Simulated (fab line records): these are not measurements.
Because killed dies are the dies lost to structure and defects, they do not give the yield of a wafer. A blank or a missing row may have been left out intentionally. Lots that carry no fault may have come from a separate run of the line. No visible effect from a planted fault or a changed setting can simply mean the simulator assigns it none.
Matching of chambers + flow n5Finfet + N5_SDB_ETCH_18 on rieDiel-05 has 4 sister chambers
The step etches SOC in N2/H2, target depth 100 nm, overetch 20 nm, time 150 s. 18 wafers are shown with their chamber, then 9 later ones without.

## WAFERS PAIRED WITH THEIR CHAMBERS
| wafer  | chamber | showerheadPlenumPTorr (Torr) | drypumpMotorCurrentA (A) | oesProductAu (a.u.) |
|--------|---------|------------------------------|--------------------------|---------------------|
| L074.1 | 0       | 2.66                         | 5.5                      | 0.70                |
| L074.2 | 1       | 2.36                         | 5.4                      | 0.71                |
| L074.3 | 3       | 2.63                         | 6.3                      | 0.66                |
| L077.2 | 3       | 2.63                         | 6.3                      | 0.65                |
| L077.3 | 1       | 2.36                         | 5.4                      | 0.71                |
| L077.6 | 0       | 2.66                         | 5.6                      | 0.70                |
| L082.1 | 1       | 2.35                         | 5.4                      | 0.70                |
| L082.2 | 3       | 2.63                         | 6.3                      | 0.65                |
| L082.3 | 0       | 2.65                         | 5.6                      | 0.71                |
| L082.4 | 0       | 2.65                         | 5.5                      | 0.69                |
| L082.5 | 1       | 2.35                         | 5.4                      | 0.70                |
| L082.6 | 3       | 2.63                         | 6.4                      | 0.65                |
| L085.1 | 0       | 2.65                         | 5.5                      | 0.68                |
| L085.2 | 2       | 2.72                         | 5.8                      | 0.87                |
| L085.6 | 0       | 2.65                         | 5.5                      | 0.68                |
| L086.1 | 2       | 2.72                         | 5.8                      | 0.86                |
| L086.2 | 0       | 2.65                         | 5.5                      | 0.69                |
| L086.3 | 1       | 2.35                         | 5.4                      | 0.69                |

SIGNATURES, as means of the wafers listed above
| reading               | chamber 0 | chamber 1 | chamber 2 | chamber 3 | scatter within a chamber |
|-----------------------|-----------|-----------|-----------|-----------|--------------------------|
| showerheadPlenumPTorr | 2.6529    | 2.3540    | 2.7200    | 2.6300    | 0.00433                  |
| drypumpMotorCurrentA  | 5.529     | 5.400     | 5.800     | 6.325     | 0.0394                   |
| oesProductAu          | 0.6929    | 0.7020    | 0.8650    | 0.6525    | 0.00905                  |
Rule: for a wafer and a chamber, the distance is found by dividing, reading by reading, the gap between the wafer's reading and the chamber's mean by the reading's scatter, squaring, summing and taking the root. If the next closest chamber is less than 2 further off than the closest, the wafer can't be placed; otherwise it belongs to the closest. How the scatter is found: for the shown wafers, subtract from each reading the mean of its chamber, square and add these, divide the total by (wafers less chambers), then take the root.

## WAFERS WITHOUT THEIR CHAMBER
| wafer  | showerheadPlenumPTorr (Torr) | drypumpMotorCurrentA (A) | oesProductAu (a.u.) |
|--------|------------------------------|--------------------------|---------------------|
| L086.4 | 2.62                         | 6.4                      | 0.64                |
| L086.5 | 2.72                         | 5.8                      | 0.86                |
| L086.6 | 2.35                         | 5.4                      | 0.69                |
| L091.3 | 2.62                         | 6.3                      | 0.62                |
| L091.4 | 2.35                         | 5.4                      | 0.68                |
| L091.5 | 2.72                         | 5.8                      | 0.83                |
| L095.2 | 2.62                         | 6.3                      | 0.63                |
| L095.5 | 2.34                         | 5.4                      | 0.68                |
| L095.6 | 2.64                         | 5.5                      | 0.67                |

## CHAMBER TAKEN BY EACH
| wafer  | from the rows above | in truth |
|--------|---------------------|----------|
| L086.4 | 3                   | 3        |
| L086.5 | 2                   | 2        |
| L086.6 | 1                   | 1        |
| L091.3 | 3                   | 3        |
| L091.4 | 1                   | 1        |
| L091.5 | 2                   | 2        |
| L095.2 | 3                   | 3        |
| L095.5 | 1                   | 1        |
| L095.6 | 0                   | 0        |
Correctly placed: 9 of 9. Left unplaced by these rows: 0. Placed wrongly: 0.
